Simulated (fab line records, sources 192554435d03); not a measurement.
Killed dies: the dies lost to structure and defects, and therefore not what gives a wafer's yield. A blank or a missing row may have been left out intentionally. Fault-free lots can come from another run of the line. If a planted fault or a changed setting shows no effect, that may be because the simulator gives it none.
One fault through the eyes of 2 desks + flow n5Finfet + numbers are kept per desk, each desk with only its own; the story behind them comes last

AT THE METROLOGY DESK
Lot by lot, what the gauges showed, no matter which tool ran the lot: averages of those sampled wafers that carry a number. The brackets show how far a lot's mean lies from the usual mean; more than 4 standard deviations puts the lot out of limits, marked OUT.
Columns: A = TV_OVL at N5_PASSIVATION_OVL_MEAS_60, usual 2 nm
| lot  | first seen here | A  |
|------|-----------------|----|
| L824 | day 11 14:02    | 15 |
| L828 | day 12 17:41    | 7  |
| L825 | day 13 03:21    | 5  |
| L830 | day 13 12:28    | 9  |
| L832 | day 14 15:43    | -5 |
| L834 | day 14 17:05    | 1  |
| L833 | day 14 21:38    | 2  |
| L836 | day 15 02:20    | 14 |
| L840 | day 16 07:27    | -2 |
| L846 | day 17 21:37    | -6 |
| L847 | day 18 09:25    | -2 |
Finding of this desk: none of the 11 lots has anything out of limits.

FOR THE TOOL OWNER'S DESK: rieDiel-03
The tool's own readings at N5_PASSIVATION_PASS_ETCH_74 (etches SiNx in CF4/O2, target depth 220 nm, time 110 s): means of the sampled wafers that have a number, for each lot that ran on this tool. The brackets show how far a lot's mean lies from the usual mean; more than 4 standard deviations puts the lot out of limits, marked OUT.
Columns: A = drypumpMotorCurrentA at N5_PASSIVATION_PASS_ETCH_74, usual 5.5 A; B = oes_o_777_au at N5_PASSIVATION_PASS_ETCH_74, usual 0.76 a.u.; C = oesProductAu at N5_PASSIVATION_PASS_ETCH_74, usual 0.76 a.u.; D = rfVppV at N5_PASSIVATION_PASS_ETCH_74, usual 241 V; E = showerheadPlenumPTorr at N5_PASSIVATION_PASS_ETCH_74, usual 2.15 Torr; F = throttleValvePct at N5_PASSIVATION_PASS_ETCH_74, usual 16.11 %
| lot  | first seen here | A   | B    | C    | D   | E    | F     |
|------|-----------------|-----|------|------|-----|------|-------|
| L832 | day 14 16:02    | 5.4 | 0.69 | 0.68 | 245 | 2.20 | 16.11 |
| L840 | day 16 07:34    | 5.5 | 0.69 | 0.69 | 238 | 2.13 | 16.36 |
| L846 | day 17 21:44    | 5.7 | 0.79 | 0.77 | 242 | 2.06 | 15.97 |
| L847 | day 18 09:51    | 5.5 | 0.85 | 0.87 | 242 | 2.17 | 15.99 |
Finding of this desk: none of the 4 lots has anything out of limits.

TAKEN TOGETHER
Nothing out of limits was seen by the metrology desk.
Nothing out of limits was seen by the tool owner's desk.

WHAT HAD BEEN PUT IN BY THE SIMULATOR
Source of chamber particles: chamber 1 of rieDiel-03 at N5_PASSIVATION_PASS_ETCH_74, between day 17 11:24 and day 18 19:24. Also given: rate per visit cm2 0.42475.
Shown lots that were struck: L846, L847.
